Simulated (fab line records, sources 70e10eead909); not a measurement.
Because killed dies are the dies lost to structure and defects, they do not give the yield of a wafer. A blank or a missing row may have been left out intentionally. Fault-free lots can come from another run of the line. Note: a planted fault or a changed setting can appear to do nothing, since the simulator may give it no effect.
fab line records	flow nand_harc
record: lots: 13	wafers: 38	last_day: 32
route steps=1302 shown P_M2@345 P_BONDPAD@353 END@1302
lots with no fault: from the same line, run without faults
start_h: hours from the record's opening day to when the first of the lot's shown wafers began	wait_h: hours since the lot's step before	" repeats the value in the row above	L1.1+2: several wafers, shown together as one row	- no value present, or no start provided	* or withheld: withheld	< > ~ a bound
route shown NAME@n: names a module that has steps shown in the file, with the first one's number in the route	usual: mean and standard deviation over wafers with no fault	same: alike in all rows	chamber/n: place in a boat	sites: the reading at each site	_std_site: how widely they spread, as a standard deviation	_edge_site: outer sites' mean less inner sites'	radius_mm: how far each site lies from the wafer's centre	mask NAME#n: copy n	behind: the last tool/chamber to shape the wafer	hold: the reason the lot was held/the length of the hold in hours/how it ended	device: which transistor (n, p or np) failed to switch	end of line: tests run on the same wafers once the route is complete	for a step that has no rows: nothing shown but its recipe	killed: the dies lost at the first sort to structure and to defects; this is not the yield of the wafer	map: shows each die of a wafer: x if killed, . if not, _ if none is there
set.NAME: setting as actually run; set.NAME@STEP: the setting as run at that earlier step	model.NAME: the simulator's own value behind a step, which no gauge read
steps of the route over a sample of lots; a table a step, a row a wafer
services: the hour from which a tool's chamber was out of use, counted from the record's first day as start_h (under 0 if before that day), plus the number of hours and why
== steps ==
step: NHARC_P_M2_THK_MEAS_24
recipe: thk_meas_gauge: xrf
usual: thk_nm: 144.4/1.6
lot.wafer	tool	chamber	start_h	wait_h	thk_nm
L812.1	film_metro-02	-	132.86	-	142.5
L812.3	"	-	"	"	142.8
L812.5	"	-	"	"	143.5
L814.2	film_metro-02	-	152.48	-	143.9
L814.4	"	-	"	"	150.8
L814.6	"	-	"	"	144.6
L816.1	film_metro-02	-	172.04	-	144.2
L816.3	"	-	"	"	143.9
L816.6	"	-	"	"	145.0
L817.3	film_metro-02	-	179.41	-	146.3
L817.5	"	-	"	"	146.3
L817.6	"	-	"	"	146.0
L818.1	film_metro-02	-	191.39	-	143.7
L818.2	"	-	"	"	143.3
L818.3	"	-	"	"	144.7
L819.2	film_metro-02	-	207.42	-	143.3
L819.4	"	-	"	"	144.6
L819.5	"	-	"	"	143.3
L823.1	film_metro-02	-	241.86	-	145.3
L823.2	"	-	"	"	145.3
L823.3	"	-	"	"	145.0
L822.3	film_metro-02	-	243.92	-	144.0
L822.4	"	-	"	"	142.7
L822.5	"	-	"	"	142.6
L824.1	film_metro-01	-	250.08	-	147.3
L824.3	"	-	"	"	145.5
L824.4	"	-	"	"	144.7
L825.2	film_metro-01	-	276.47	-	143.3
L825.3	"	-	"	"	142.6
L825.5	"	-	"	"	144.4
L827.2	film_metro-01	-	280.24	-	141.6
L827.4	"	-	"	"	144.4
L827.5	"	-	"	"	143.9
L830.2	film_metro-01	-	309.64	-	145.9
L830.3	"	-	"	"	146.0
L834.1	film_metro-02	-	351.14	-	147.0
L834.3	"	-	"	"	146.6
L834.4	"	-	"	"	141.3
step: NHARC_P_M2_INSPECT_27
usual: raw_defect_count: 328/140
lot.wafer	tool	chamber	start_h	wait_h	raw_defect_count
L812.1	defect_inspect-02	-	133.01	0.0	330
L812.3	"	-	"	"	366
L812.5	"	-	"	"	361
L814.2	defect_inspect-01	-	152.64	0.0	310
L814.4	"	-	"	"	416
L814.6	"	-	"	"	430
L816.1	defect_inspect-01	-	172.19	0.0	345
L816.3	"	-	"	"	320
L816.6	"	-	"	"	295
L817.3	defect_inspect-02	-	179.57	0.0	194
L817.5	"	-	"	"	259
L817.6	"	-	"	"	284
L818.1	defect_inspect-01	-	191.54	0.0	317
L818.2	"	-	"	"	258
L818.3	"	-	"	"	505
L819.2	defect_inspect-02	-	207.58	0.0	293
L819.4	"	-	"	"	372
L819.5	"	-	"	"	274
L823.1	defect_inspect-01	-	242.01	0.0	327
L823.2	"	-	"	"	461
L823.3	"	-	"	"	510
L822.3	defect_inspect-01	-	244.08	0.0	254
L822.4	"	-	"	"	205
L822.5	"	-	"	"	339
L824.1	defect_inspect-01	-	250.23	0.0	502
L824.3	"	-	"	"	285
L824.4	"	-	"	"	499
L825.2	defect_inspect-02	-	276.62	0.0	405
L825.3	"	-	"	"	573
L825.5	"	-	"	"	557
L827.2	defect_inspect-02	-	280.39	0.0	439
L827.4	"	-	"	"	746
L827.5	"	-	"	"	447
L830.2	defect_inspect-01	-	309.79	0.0	199
L830.3	"	-	"	"	259
L834.1	defect_inspect-02	-	351.29	0.0	345
L834.3	"	-	"	"	404
L834.4	"	-	"	"	203
step: NHARC_P_BONDPAD_THK_MEAS_33
recipe: thk_meas_gauge: ellipsometry
usual: thk_nm: 200.0/1.6
lot.wafer	tool	chamber	start_h	wait_h	thk_nm
L812.1	film_metro-02	-	134.23	0.2	198.9
L812.3	"	-	"	"	199.4
L812.5	"	-	"	"	200.2
L814.2	film_metro-02	-	153.86	0.2	200.9
L814.4	"	-	"	"	198.3
L814.6	"	-	"	"	201.7
L816.1	film_metro-01	-	173.40	0.2	199.8
L816.3	"	-	"	"	198.6
L816.6	"	-	"	"	200.9
L817.3	film_metro-01	-	180.79	0.2	196.9
L817.5	"	-	"	"	200.3
L817.6	"	-	"	"	202.1
L818.1	film_metro-01	-	192.76	0.2	199.2
L818.2	"	-	"	"	199.9
L818.3	"	-	"	"	198.2
L819.2	film_metro-02	-	208.81	0.2	198.1
L819.4	"	-	"	"	200.7
L819.5	"	-	"	"	200.5
L823.1	film_metro-01	-	243.53	0.2	201.1
L823.2	"	-	"	"	202.4
L823.3	"	-	"	"	202.0
L822.3	film_metro-02	-	245.60	0.2	199.3
L822.4	"	-	"	"	198.8
L822.5	"	-	"	"	201.3
L824.1	film_metro-01	-	251.59	0.2	197.6
L824.3	"	-	"	"	197.1
L824.4	"	-	"	"	198.3
L825.2	film_metro-02	-	277.82	0.2	199.1
L825.3	"	-	"	"	201.0
L825.5	"	-	"	"	199.5
L827.2	film_metro-01	-	281.61	0.2	198.4
L827.4	"	-	"	"	203.4
L827.5	"	-	"	"	198.6
L830.2	film_metro-01	-	311.04	0.1	201.0
L830.3	"	-	"	"	196.4
L834.1	film_metro-02	-	352.51	0.2	199.1
L834.3	"	-	"	"	197.5
L834.4	"	-	"	"	199.2
step: NHARC_P_BONDPAD_ETCH_24
recipe: target_depth_a: 300	over_etch_frac: 0.3	time_s: 72.99	ion_energy_ev: 150	cf4_flow_sccm: 50	n2_flow_sccm: 100	ar_flow_sccm: 150	rf_w: 300	bias_w: 100	chemistry: CF4/N2
usual: drypump_motor_current_A: 5.6/0.33	oes_product_au: 1.001/0.011	rf_vpp_V: 314.2/1.7	run_length_s: 94.2/0.4	showerhead_plenum_p_Torr: 2.63/0.087	throttle_valve_pct: 19.795/0.0091
lot.wafer	tool	chamber	start_h	wait_h	drypump_motor_current_A	oes_product_au	rf_hours_counter_h	rf_vpp_V	run_length_s	showerhead_plenum_p_Torr	throttle_valve_pct
L812.3	rie_diel-02	2	135.59	0.2	5.4	1.002	6.8	315.8	93.7	2.65	19.803
L812.1	"	3	"	"	6.0	0.975	7.5	314.4	94.7	2.68	19.789
L812.5	"	2	"	"	5.4	0.994	-	315.0	94.1	2.65	19.782
L814.2	rie_diel-12	1	155.18	-	5.3	0.977	2.0	313.6	94.4	2.62	19.796
L814.4	"	2	"	"	5.2	1.022	1.8	314.8	94.2	2.50	19.793
L814.6	"	1	"	"	5.3	0.986	-	312.8	94.6	2.62	19.798
L816.3	rie_diel-04	2	174.73	-	6.4	0.999	10.1	313.7	94.8	2.62	19.803
L816.1	"	3	"	"	5.3	0.992	10.0	318.6	94.1	2.78	19.792
L816.6	"	3	"	"	5.3	0.992	-	316.0	94.2	2.78	19.792
L817.3	rie_diel-12	2	181.99	-	5.3	1.012	2.5	313.0	94.0	2.50	19.803
L817.5	"	0	"	"	5.8	1.016	-	312.0	93.8	2.57	19.806
L817.6	"	1	"	"	5.3	0.994	-	314.9	94.5	2.62	19.780
L818.2	rie_diel-12	0	194.08	-	5.9	1.018	2.5	314.2	93.7	2.57	19.808
L818.1	"	1	"	"	5.3	0.992	2.7	314.3	94.5	2.62	19.793
L818.3	"	2	"	"	5.2	1.029	2.8	310.9	94.1	2.50	19.778
L819.4	rie_diel-12	0	210.00	-	5.9	1.012	2.9	312.5	93.7	2.56	19.786
L819.2	"	3	"	"	5.8	0.994	3.0	316.6	93.7	2.75	19.794
L819.5	"	0	"	"	5.8	1.011	-	313.5	94.1	2.56	19.796
L823.3	rie_diel-12	3	244.85	-	5.8	0.990	4.3	316.2	94.1	2.75	19.808
L823.1	"	1	"	"	5.3	0.976	4.4	314.0	94.9	2.61	19.791
L823.2	"	2	"	"	5.3	1.012	4.6	312.1	94.3	2.50	19.789
L822.3	rie_diel-04	0	246.92	-	6.0	0.987	2.4	314.8	94.5	2.70	19.787
L822.4	"	3	"	"	5.3	0.991	2.2	317.2	94.0	2.78	19.794
L822.5	"	0	"	"	6.0	0.991	-	315.2	94.4	2.70	19.788
L824.4	rie_diel-12	0	252.90	-	5.8	1.009	4.4	312.3	93.7	2.56	19.783
L824.1	"	2	"	"	5.2	1.010	4.7	312.5	94.5	2.50	19.785
L824.3	"	3	"	"	5.8	0.993	4.4	315.8	93.8	2.75	19.811
L825.3	rie_diel-12	2	279.14	-	5.2	0.994	0.2	312.3	94.0	2.50	19.799
L825.2	"	0	"	"	5.8	0.995	0.1	313.5	75.4	2.56	19.798
L825.5	"	3	"	"	5.8	1.009	-	317.0	93.9	2.75	19.789
L827.4	rie_diel-12	0	282.92	-	5.8	1.004	0.3	314.0	93.5	2.56	19.806
L827.2	"	1	"	"	5.3	0.998	0.4	315.2	77.0	2.61	19.800
L827.5	"	1	"	"	5.3	0.990	-	315.0	94.6	2.61	19.794
L830.2	rie_diel-12	2	312.24	-	5.2	0.993	1.5	311.6	75.9	2.50	19.792
L830.3	"	1	"	"	5.3	1.004	1.2	313.6	94.3	2.61	19.801
L834.1	rie_diel-04	1	353.84	-	5.5	1.004	8.0	315.2	94.4	2.70	19.794
L834.4	"	3	"	"	5.3	0.989	7.4	316.1	94.3	2.78	19.798
L834.3	"	0	"	"	6.0	0.983	8.1	315.8	94.1	2.69	19.808
step: NHARC_END_SORT_01
recipe: temp_c: 25
usual: defect_limited_yield: 90.1/2.6	killed_at_array: 63/17	killed_at_other: 0.8/1.1	killed_at_periphery: 3.5/3	killed_dies: 67/17	killed_open: 3.1/1.6	killed_short: 2.6/1.4
same: gross_dies: 677
lot.wafer	tool	chamber	start_h	wait_h	defect_limited_yield[%]	killed_at_array	killed_at_other	killed_at_periphery	killed_dies	killed_open	killed_short
L812.1	prober-02	0	580.63	2.5	88.9	70	0	5	75	3	1
L812.3	prober-02	0	582.22	3.1	88.3	75	1	3	79	4	6
L812.5	prober-02	0	583.80	3.7	89.1	72	0	2	74	7	4
L814.2	prober-01	0	589.12	2.8	87.7	79	0	4	83	8	1
L814.4	prober-01	0	590.73	3.4	87.4	80	4	1	85	2	2
L814.6	prober-01	0	592.34	4.0	91.1	57	3	0	60	3	3
L816.1	prober-02	0	593.56	2.5	84.0	106	1	1	108	3	2
L816.3	prober-02	0	595.17	3.1	86.3	90	0	3	93	5	3
L816.6	prober-02	0	597.59	4.0	86.3	90	0	3	93	4	3
L817.3	prober-01	0	597.77	3.1	95.3	27	0	5	32	2	5
L817.5	prober-01	0	599.37	3.7	96.2	19	1	6	26	5	2
L817.6	prober-01	0	600.17	4.0	96.5	17	0	7	24	2	2
L818.1	prober-02	0	613.84	2.5	93.5	39	0	5	44	2	4
L818.2	prober-02	0	614.64	2.8	91.3	56	0	3	59	3	2
L818.3	prober-02	0	615.45	3.1	92.8	46	0	3	49	3	3
L819.2	prober-01	0	629.69	2.8	89.1	70	1	3	74	6	2
L819.4	prober-01	0	631.32	3.5	92.0	51	0	3	54	6	0
L819.5	prober-01	0	632.14	3.8	92.6	50	0	0	50	1	1
L823.1	prober-02	0	668.02	2.5	89.4	68	0	4	72	5	2
L823.2	prober-02	0	668.81	2.8	89.2	72	0	1	73	3	1
L823.3	prober-02	0	669.59	3.1	89.7	67	0	3	70	6	3
L822.3	prober-01	0	673.05	3.1	94.1	40	0	0	40	3	2
L822.4	prober-01	0	673.84	3.4	95.3	30	1	1	32	3	2
L822.5	prober-01	0	674.64	3.7	92.6	46	2	2	50	2	1
L824.1	prober-02	0	675.75	2.5	92.3	49	0	3	52	2	2
L824.3	prober-02	0	677.33	3.1	93.8	35	0	7	42	4	3
L824.4	prober-02	0	678.12	3.4	91.1	50	2	8	60	5	2
L825.2	prober-01	0	706.80	2.8	86.9	80	3	6	89	2	4
L825.3	prober-01	0	707.58	3.1	88.2	73	1	6	80	2	2
L825.5	prober-01	0	709.16	3.7	87.6	77	0	7	84	2	3
L827.2	prober-02	0	716.33	2.8	90.4	61	2	2	65	5	2
L827.4	prober-02	0	717.92	3.4	91.1	51	2	7	60	1	3
L827.5	prober-02	0	718.71	3.7	91.9	51	1	3	55	2	3
L830.2	prober-01	0	759.77	2.8	91.7	54	0	2	56	4	2
L830.3	prober-01	0	760.57	3.1	91.4	57	0	1	58	2	4
L834.1	prober-01	0	771.05	2.5	91.0	59	2	0	61	4	5
L834.3	prober-01	0	772.66	3.1	91.7	53	1	2	56	2	0
L834.4	prober-01	0	773.47	3.4	92.2	44	5	4	53	4	2
killed by level:class
L812.1 A_CHANNEL_HOLE_D1:chamber_film_flake=29 A_CHANNEL_HOLE_D2:chamber_film_flake=25 A_STAIRCASE:chamber_film_flake=9 A_CONTACT:chamber_film_flake=4 P_ZERO_WELL:chamber_film_flake=2 P_M2:chamber_film_flake=2 P_CONTACT:geometric_particle:open=1 A_CHANNEL_HOLE_D1:geometric_particle:open=1
L812.3 A_CHANNEL_HOLE_D2:chamber_film_flake=27 A_CHANNEL_HOLE_D1:chamber_film_flake=25 A_STAIRCASE:chamber_film_flake=7 A_CONTACT:chamber_film_flake=5 A_DECK1_JOINT:geometric_particle:short=2 P_M2:chamber_film_flake=2 A_CHANNEL_FILL_D2:chamber_film_flake=2 A_SOURCE_PLATE:geometric_particle:open=1
L812.5 A_CHANNEL_HOLE_D2:chamber_film_flake=27 A_CHANNEL_HOLE_D1:chamber_film_flake=25 A_STAIRCASE:chamber_film_flake=7 A_CONTACT:chamber_film_flake=3 P_M0:geometric_particle:open=1 A_ONON_D1:geometric_particle:open=1 A_ONON_D1:geometric_particle:short=1 A_CHANNEL_FILL_D1:geometric_particle:open=1
L814.2 A_CHANNEL_HOLE_D2:chamber_film_flake=32 A_CHANNEL_HOLE_D1:chamber_film_flake=27 A_CONTACT:chamber_film_flake=6 A_STAIRCASE:chamber_film_flake=4 A_ONON_D2:geometric_particle:open=2 A_CHANNEL_FILL_D1:chamber_film_flake=2 P_CONTACT:geometric_particle:open=1 P_M0:geometric_particle:open=1
L814.4 A_CHANNEL_HOLE_D1:chamber_film_flake=35 A_CHANNEL_HOLE_D2:chamber_film_flake=30 A_CONTACT:chamber_film_flake=7 HYBRID_BOND:chamber_film_flake=4 A_M1:chamber_film_flake=3 P_CONTACT:geometric_particle:open=1 A_SOURCE_PLATE:geometric_particle:short=1 A_CHANNEL_FILL_D2:geometric_particle:open=1
L814.6 A_CHANNEL_HOLE_D2:chamber_film_flake=27 A_CHANNEL_HOLE_D1:chamber_film_flake=15 A_STAIRCASE:chamber_film_flake=4 A_ONON_D2:geometric_particle:short=2 A_CONTACT:chamber_film_flake=2 THIN_TSV:chamber_film_flake=2 A_SGD_CUT:geometric_particle:open=1 A_WL_FILL:geometric_particle:open=1
L816.1 A_CHANNEL_HOLE_D1:chamber_film_flake=37 A_CHANNEL_HOLE_D2:chamber_film_flake=34 A_SLIT:chamber_film_flake=27 A_CHANNEL_FILL_D1:geometric_particle:short=2 A_ONON_D1:geometric_particle:open=1 A_WL_FILL:geometric_particle:open=1 A_M0:geometric_particle:open=1 P_GATE:chamber_film_flake=1
L816.3 A_SLIT:chamber_film_flake=31 A_CHANNEL_HOLE_D1:chamber_film_flake=27 A_CHANNEL_HOLE_D2:chamber_film_flake=19 A_CONTACT:chamber_film_flake=6 P_STI:geometric_particle:short=1 P_CONTACT:geometric_particle:open=1 A_ONON_D1:geometric_particle:open=1 A_CHANNEL_FILL_D1:geometric_particle:short=1
L816.6 A_CHANNEL_HOLE_D1:chamber_film_flake=32 A_CHANNEL_HOLE_D2:chamber_film_flake=32 A_SLIT:chamber_film_flake=13 A_CONTACT:chamber_film_flake=5 P_GATE:geometric_particle:open=1 P_M0:geometric_particle:open=1 A_ONON_D1:geometric_particle:open=1 A_CHANNEL_FILL_D2:geometric_particle:open=1
L817.3 A_CHANNEL_HOLE_D2:chamber_film_flake=11 A_DECK1_JOINT:chamber_film_flake=4 P_STI:chamber_film_flake=3 A_CONTACT:chamber_film_flake=2 P_CONTACT:geometric_particle:open=1 A_ONON_D1:geometric_particle:short=1 A_CHANNEL_FILL_D1:geometric_particle:short=1 A_CHANNEL_HOLE_D2:geometric_particle:open=1
L817.5 A_CHANNEL_HOLE_D2:chamber_film_flake=9 P_STI:chamber_film_flake=3 A_CHANNEL_HOLE_D1:chamber_film_flake=3 P_GATE:chamber_film_flake=2 P_CONTACT:geometric_particle:open=1 A_DECK1_JOINT:geometric_particle:open=1 A_ONON_D2:geometric_particle:short=1 A_CHANNEL_FILL_D2:geometric_particle:open=1
L817.6 A_CHANNEL_HOLE_D2:chamber_film_flake=7 A_CHANNEL_HOLE_D1:chamber_film_flake=4 P_STI:chamber_film_flake=3 P_GATE:chamber_film_flake=2 A_CONTACT:chamber_film_flake=2 P_GATE:geometric_particle:open=1 P_CONTACT:geometric_particle:open=1 A_CHANNEL_FILL_D1:geometric_particle:short=1
L818.1 A_CHANNEL_HOLE_D2:chamber_film_flake=26 A_CHANNEL_HOLE_D1:chamber_film_flake=4 A_CONTACT:chamber_film_flake=2 P_GATE:geometric_particle:open=1 P_CONTACT:geometric_particle:open=1 P_M0:geometric_particle:short=1 A_CHANNEL_FILL_D1:geometric_particle:short=1 A_CHANNEL_HOLE_D2:geometric_particle:short=1
L818.2 A_CHANNEL_HOLE_D2:chamber_film_flake=34 A_CONTACT:chamber_film_flake=7 A_CHANNEL_HOLE_D1:chamber_film_flake=6 A_DECK1_JOINT:geometric_particle:short=2 A_DECK1_JOINT:chamber_film_flake=2 P_GATE:geometric_particle:open=1 A_CHANNEL_HOLE_D2:geometric_particle:open=1 A_CHANNEL_FILL_D2:geometric_particle:open=1
L818.3 A_CHANNEL_HOLE_D2:chamber_film_flake=26 A_CHANNEL_HOLE_D1:chamber_film_flake=6 A_CONTACT:chamber_film_flake=4 A_DECK1_JOINT:chamber_film_flake=2 P_M0:geometric_particle:short=1 A_ONON_D2:geometric_particle:open=1 A_STAIRCASE:geometric_particle:short=1 A_WL_FILL:geometric_particle:short=1
L819.2 A_CHANNEL_HOLE_D2:chamber_film_flake=44 A_CONTACT:chamber_film_flake=8 A_WL_FILL:chamber_film_flake=5 A_CHANNEL_HOLE_D1:chamber_film_flake=4 A_BONDPAD:chamber_film_flake=2 P_GATE:geometric_particle:open=1 P_M1:geometric_particle:open=1 A_SGD_CUT:geometric_particle:short=1
L819.4 A_CHANNEL_HOLE_D2:chamber_film_flake=34 A_CONTACT:chamber_film_flake=3 A_M0:geometric_particle:open=2 A_SGD_CUT:chamber_film_flake=2 P_CONTACT:geometric_particle:open=1 A_ONON_D1:geometric_particle:open=1 A_CHANNEL_FILL_D2:geometric_particle:open=1 A_SGD_CUT:geometric_particle:open=1
L819.5 A_CHANNEL_HOLE_D2:chamber_film_flake=35 A_CHANNEL_HOLE_D1:chamber_film_flake=5 A_BONDPAD:chamber_film_flake=3 A_STAIRCASE:chamber_film_flake=2 A_WL_FILL:chamber_film_flake=2 A_ONON_D2:geometric_particle:open=1 A_CHANNEL_FILL_D2:geometric_particle:short=1 A_M1:chamber_film_flake=1
L823.1 A_SLIT:chamber_film_flake=28 A_CHANNEL_HOLE_D1:chamber_film_flake=27 A_STAIRCASE:chamber_film_flake=4 A_M1:chamber_film_flake=3 A_ONON_D2:geometric_particle:open=2 P_STI:chamber_film_flake=2 P_CONTACT:geometric_particle:open=1 P_M2:geometric_particle:open=1
L823.2 A_CHANNEL_HOLE_D1:chamber_film_flake=30 A_SLIT:chamber_film_flake=29 A_ZERO_WELL:chamber_film_flake=4 A_STAIRCASE:chamber_film_flake=3 A_M1:chamber_film_flake=2 P_CONTACT:geometric_particle:open=1 A_ONON_D1:geometric_particle:open=1 A_DECK1_JOINT:geometric_particle:short=1
L823.3 A_CHANNEL_HOLE_D1:chamber_film_flake=31 A_SLIT:chamber_film_flake=19 A_STAIRCASE:chamber_film_flake=4 A_CHANNEL_HOLE_D1:geometric_particle:open=2 P_STI:chamber_film_flake=2 A_WL_FILL:chamber_film_flake=2 P_GATE:geometric_particle:open=1 A_ONON_D1:geometric_particle:open=1
L822.3 A_CHANNEL_HOLE_D2:chamber_film_flake=17 A_CHANNEL_HOLE_D1:chamber_film_flake=6 A_STAIRCASE:chamber_film_flake=5 A_SLIT:chamber_film_flake=3 A_CONTACT:chamber_film_flake=2 A_CHANNEL_FILL_D1:geometric_particle:short=1 A_ONON_D2:geometric_particle:open=1 A_ONON_D2:geometric_particle:short=1
L822.4 A_CHANNEL_HOLE_D2:chamber_film_flake=17 A_CHANNEL_HOLE_D1:chamber_film_flake=2 A_STAIRCASE:chamber_film_flake=2 A_SLIT:chamber_film_flake=2 P_CONTACT:geometric_particle:open=1 A_SOURCE_PLATE:geometric_particle:open=1 A_CHANNEL_FILL_D1:geometric_particle:short=1 A_CHANNEL_FILL_D2:geometric_particle:short=1
L822.5 A_CHANNEL_HOLE_D2:chamber_film_flake=22 A_CHANNEL_FILL_D2:chamber_film_flake=5 A_CHANNEL_HOLE_D1:chamber_film_flake=4 A_SLIT:chamber_film_flake=4 A_CONTACT:chamber_film_flake=3 A_ZERO_WELL:chamber_film_flake=2 A_CHANNEL_FILL_D1:chamber_film_flake=2 THIN_TSV:chamber_film_flake=2
L824.1 A_CHANNEL_HOLE_D2:chamber_film_flake=19 A_CHANNEL_HOLE_D1:chamber_film_flake=10 A_CONTACT:chamber_film_flake=7 A_WL_FILL:chamber_film_flake=3 P_ZERO_WELL:chamber_film_flake=2 A_STAIRCASE:chamber_film_flake=2 A_M1:chamber_film_flake=2 A_DECK1_JOINT:geometric_particle:open=1
L824.3 A_CHANNEL_HOLE_D2:chamber_film_flake=19 P_GATE:chamber_film_flake=3 A_CHANNEL_HOLE_D1:chamber_film_flake=3 A_DECK1_JOINT:geometric_particle:short=2 P_ZERO_WELL:chamber_film_flake=2 A_SLIT:chamber_film_flake=2 A_M1:chamber_film_flake=2 P_CONTACT:geometric_particle:open=1
L824.4 A_CHANNEL_HOLE_D2:chamber_film_flake=20 A_CHANNEL_HOLE_D1:chamber_film_flake=9 P_GATE:chamber_film_flake=5 A_CONTACT:chamber_film_flake=4 P_ZERO_WELL:chamber_film_flake=3 A_CHANNEL_FILL_D1:chamber_film_flake=3 A_ONON_D1:geometric_particle:open=2 A_STAIRCASE:chamber_film_flake=2
L825.2 A_SLIT:chamber_film_flake=39 A_CHANNEL_HOLE_D1:chamber_film_flake=27 A_CONTACT:chamber_film_flake=5 P_STI:chamber_film_flake=2 P_BONDPAD:chamber_film_flake=2 A_WL_FILL:chamber_film_flake=2 THIN_TSV:chamber_film_flake=2 P_M0:geometric_particle:short=1
L825.3 A_SLIT:chamber_film_flake=32 A_CHANNEL_HOLE_D1:chamber_film_flake=24 A_DECK1_JOINT:chamber_film_flake=3 A_WL_FILL:chamber_film_flake=3 P_STI:chamber_film_flake=2 A_STAIRCASE:chamber_film_flake=2 A_CONTACT:chamber_film_flake=2 P_M0:geometric_particle:open=1
L825.5 A_SLIT:chamber_film_flake=37 A_CHANNEL_HOLE_D1:chamber_film_flake=28 P_STI:chamber_film_flake=3 A_CONTACT:chamber_film_flake=2 P_GATE:chamber_film_flake=2 A_CHANNEL_FILL_D1:chamber_film_flake=2 A_DECK1_JOINT:chamber_film_flake=2 P_M0:geometric_particle:short=1
L827.2 A_CHANNEL_HOLE_D2:chamber_film_flake=19 A_CONTACT:chamber_film_flake=15 A_CHANNEL_HOLE_D1:chamber_film_flake=10 A_SLIT:chamber_film_flake=8 A_ZERO_WELL:chamber_film_flake=2 THIN_TSV:chamber_film_flake=2 P_CONTACT:geometric_particle:short=1 A_CHANNEL_HOLE_D1:geometric_particle:open=1
L827.4 A_CHANNEL_HOLE_D2:chamber_film_flake=21 A_CHANNEL_HOLE_D1:chamber_film_flake=11 A_SLIT:chamber_film_flake=5 A_CONTACT:chamber_film_flake=5 P_ZERO_WELL:chamber_film_flake=3 A_STAIRCASE:chamber_film_flake=2 THIN_TSV:chamber_film_flake=2 P_GATE:geometric_particle:open=1
L827.5 A_CONTACT:chamber_film_flake=15 A_CHANNEL_HOLE_D2:chamber_film_flake=14 A_CHANNEL_HOLE_D1:chamber_film_flake=11 A_STAIRCASE:chamber_film_flake=4 A_SLIT:chamber_film_flake=3 P_BONDPAD:chamber_film_flake=2 P_CONTACT:geometric_particle:open=1 A_CHANNEL_HOLE_D1:geometric_particle:short=1
L830.2 A_CHANNEL_HOLE_D2:chamber_film_flake=23 A_CHANNEL_HOLE_D1:chamber_film_flake=14 A_CONTACT:chamber_film_flake=4 A_STAIRCASE:chamber_film_flake=3 A_SLIT:chamber_film_flake=3 A_DECK1_JOINT:geometric_particle:open=2 P_M2:geometric_particle:short=1 A_ONON_D1:geometric_particle:open=1
L830.3 A_CHANNEL_HOLE_D2:chamber_film_flake=24 A_CHANNEL_HOLE_D1:chamber_film_flake=9 A_STAIRCASE:chamber_film_flake=8 A_SLIT:chamber_film_flake=7 A_DECK1_JOINT:chamber_film_flake=3 P_M0:geometric_particle:open=1 A_SOURCE_PLATE:geometric_particle:short=1 A_CHANNEL_FILL_D1:geometric_particle:short=1
L834.1 A_CHANNEL_HOLE_D2:chamber_film_flake=22 A_CHANNEL_HOLE_D1:chamber_film_flake=15 A_CONTACT:chamber_film_flake=6 A_SLIT:chamber_film_flake=4 A_CHANNEL_HOLE_D1:geometric_particle:open=2 A_SOURCE_PLATE:geometric_particle:short=1 A_ONON_D1:geometric_particle:short=1 A_ONON_D2:geometric_particle:open=1
L834.3 A_CHANNEL_HOLE_D2:chamber_film_flake=22 A_CHANNEL_HOLE_D1:chamber_film_flake=13 A_SLIT:chamber_film_flake=9 A_CONTACT:chamber_film_flake=8 P_CONTACT:geometric_particle:open=1 P_M1:geometric_particle:open=1 A_DECK1_JOINT:chamber_film_flake=1 THIN_TSV:chamber_film_flake=1
L834.4 A_CHANNEL_HOLE_D2:chamber_film_flake=25 A_CHANNEL_HOLE_D1:chamber_film_flake=12 THIN_TSV:chamber_film_flake=5 A_CONTACT:chamber_film_flake=2 P_GATE:geometric_particle:short=1 P_CONTACT:geometric_particle:open=1 P_M0:geometric_particle:short=1 A_DECK1_JOINT:geometric_particle:open=1
== services ==
tool	chamber	start_h	hours	kind
rie_diel-12	0	124.90	-	clean
rie_diel-12	1	124.90	-	clean
rie_diel-12	2	124.90	-	clean
rie_diel-12	3	124.90	-	clean
rie_diel-12	0	131.90	5.8	repair
rie_diel-02	1	133.49	11.4	repair
rie_diel-12	0	149.40	-	clean
rie_diel-12	1	149.40	-	clean
rie_diel-12	2	149.40	-	clean
rie_diel-12	3	149.40	-	clean
rie_diel-12	-	164.53	0.6	repair
rie_diel-12	1	166.11	5.9	repair
rie_diel-12	0	173.90	-	clean
rie_diel-04	-	177.90	9.0	pm
rie_diel-12	-	192.85	0.4	repair
rie_diel-12	1	211.64	2.7	repair
rie_diel-02	-	216.70	9.0	pm
rie_diel-04	-	217.25	0.9	repair
rie_diel-12	-	239.77	0.6	repair
rie_diel-12	-	268.40	9.0	pm
rie_diel-04	-	270.35	0.4	repair
rie_diel-02	0	290.28	11.8	repair
rie_diel-12	1	324.50	12.4	repair
rie_diel-12	-	339.68	0.1	repair
== key ==
first_sign: step: NHARC_P_BONDPAD_ETCH_24	reading: run_length_s	direction: down	sigmas: 45	usual: *	struck: *
effect none on later readings
met_at NHARC_P_BONDPAD_ETCH_24
struck_lots L825,L827,L830
struck_wafers L825.2,L827.2,L830.2
not_acting_at NHARC_P_M2_THK_MEAS_24,NHARC_P_M2_INSPECT_27,NHARC_P_BONDPAD_THK_MEAS_33
onset_between 252.90 279.14
fault: kind: process_parameter_drift	tool: rie_diel-12	chamber: -	onset_h: 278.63	steps: NHARC_P_BONDPAD_ETCH_24	channel: time_s	offset: *	shape: step	end_h: 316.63	scope: struck_wafers_only	acts_in: *	stated: *
